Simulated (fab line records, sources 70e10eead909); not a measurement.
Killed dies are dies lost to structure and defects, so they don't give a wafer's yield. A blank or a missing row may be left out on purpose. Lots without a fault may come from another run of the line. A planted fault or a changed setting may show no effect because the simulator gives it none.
A struck lot beside a sound one | flow nand_harc | 18 steps out of a route of 1302
Sound: wafers L862.1, L862.2, L862.5. Struck: wafers L872.2, L872.4, L872.5. The cause comes at the end.
At each step with rows: each side's tool, then ch and its chambers, then its first start. Under that, the readings that differ: sound wafers | struck wafers | difference of the means | sigmas: that difference in standard deviations of wafers without a fault.
alike: readings whose means differ by less than 2 such deviations, and words and numbers that are the same on both sides. not compared: withheld readings, readings that some wafer has no value for, bounds like >300 that may hide the same value, and numbers for which the record gives no deviation and whose values overlap.
The two part at a step that has a row with sigmas, a row that says differs or no value, or rows on one side only. Numbers that don't overlap but have no deviation are shown without sigmas and don't part them. A reading that every wafer of one side lacks parts them only if that side has two wafers or more.

NHARC_P_GATE_CD_MEAS_59: target cd 720 nm.
  sound on cd_sem-03 ch 0, day 5 19:31; struck on cd_sem-02 ch 0, day 9 15:23
  alike: cd_nm
then, 1 step without rows for these wafers: NHARC_P_GATE_HARDBAKE_60 (time 80 s).
NHARC_P_GATE_DESCUM_61: chemistry O2, time 3 s.
  sound on rie_diel-01 ch 0,1,2, day 5 19:41; struck on rie_diel-03 ch 0,1,3, day 9 15:35
  alike: drypump_motor_current_A, oes_product_au, rf_vpp_V, showerhead_plenum_p_Torr, throttle_valve_pct
  not compared: rf_hours_counter_h
then, 1 step without rows for these wafers: NHARC_P_GATE_IMPLANT_62.
NHARC_P_GATE_STRIP_112: strips in N2/H2, time 200 s.
  sound on plasma_asher-01 ch 0,1, day 5 20:03; struck on plasma_asher-01 ch 0,1, day 9 15:55
  alike: drypump_motor_current_A, heater_power_w, rf_refl_power_W
  not compared: rf_hours_counter_h
NHARC_P_GATE_STRIP_76: strips in O2.
  sound on plasma_asher-01 ch 0,1, day 5 20:19; struck on plasma_asher-01 ch 0,1, day 9 16:11
  alike: drypump_motor_current_A, heater_power_w, rf_refl_power_W
  not compared: rf_hours_counter_h
then, 6 steps without rows for these wafers: NHARC_P_GATE_STRIP_63 (strips in SPM, time 900 s); NHARC_P_GATE_DEHYDRATE_83 (time 120 s); NHARC_P_GATE_HMDS_84 (time 30 s); NHARC_P_GATE_COAT_85; NHARC_P_GATE_SOFTBAKE_86 (time 95 s); NHARC_P_GATE_EBR_87.
NHARC_P_GATE_EXPOSE_88: exposes mask P HVN, target cd 2000 nm.
  sound on krf_scanner-02 ch 0, day 5 21:04; struck on krf_scanner-03 ch 0, day 9 16:57
  reading | sound                   | struck                  | difference | sigmas
  mask    | P_HVN#0 P_HVN#0 P_HVN#0 | P_PSD#0 P_PSD#0 P_PSD#0 | differs    |
then, 2 steps without rows for these wafers: NHARC_P_GATE_PEB_89 (peb time 85 s); NHARC_P_GATE_DEVELOP_90 (time 70 s).
NHARC_P_GATE_CD_MEAS_91: target cd 2000 nm.
  sound on cd_sem-03 ch 0, day 5 21:14; struck on cd_sem-01 ch 0, day 9 17:06
  reading    | sound                | struck | difference                    | sigmas
  cd_nm (nm) | 2002.4 2001.2 2001.8 | - - -  | no value on the struck wafers |
then, 1 step without rows for these wafers: NHARC_P_GATE_HARDBAKE_92 (time 80 s).
-- the record jumps here: 20 days lie between the struck wafers' starts before and after (it left off in module P_GATE and takes up again in module END, whose first step shown is number 1302 of the route) --
NHARC_END_SORT_01:
  sound on prober-02 ch 0, day 25 06:49; struck on prober-02 ch 0, day 29 05:50
  reading             | sound    | struck                                                               | difference                   | sigmas
  hold                | - - -    | await_dispo/2.6h/scrap await_dispo/2.6h/scrap await_dispo/2.6h/scrap | no value on the sound wafers |
  killed_at_periphery | 1 4 4    | 609 606 619                                                          | +608                         | +99 or more
  killed_dies         | 74 72 82 | 677 677 677                                                          | +601                         | +29
  killed_open         | 6 4 9    | 3 1 2                                                                | -4                           | -2
  alike: killed_at_array, killed_at_other, killed_short

WHERE THEY PART
First at NHARC_P_GATE_EXPOSE_88; last, within this record, at NHARC_END_SORT_01.

WHY: what the simulator had put in
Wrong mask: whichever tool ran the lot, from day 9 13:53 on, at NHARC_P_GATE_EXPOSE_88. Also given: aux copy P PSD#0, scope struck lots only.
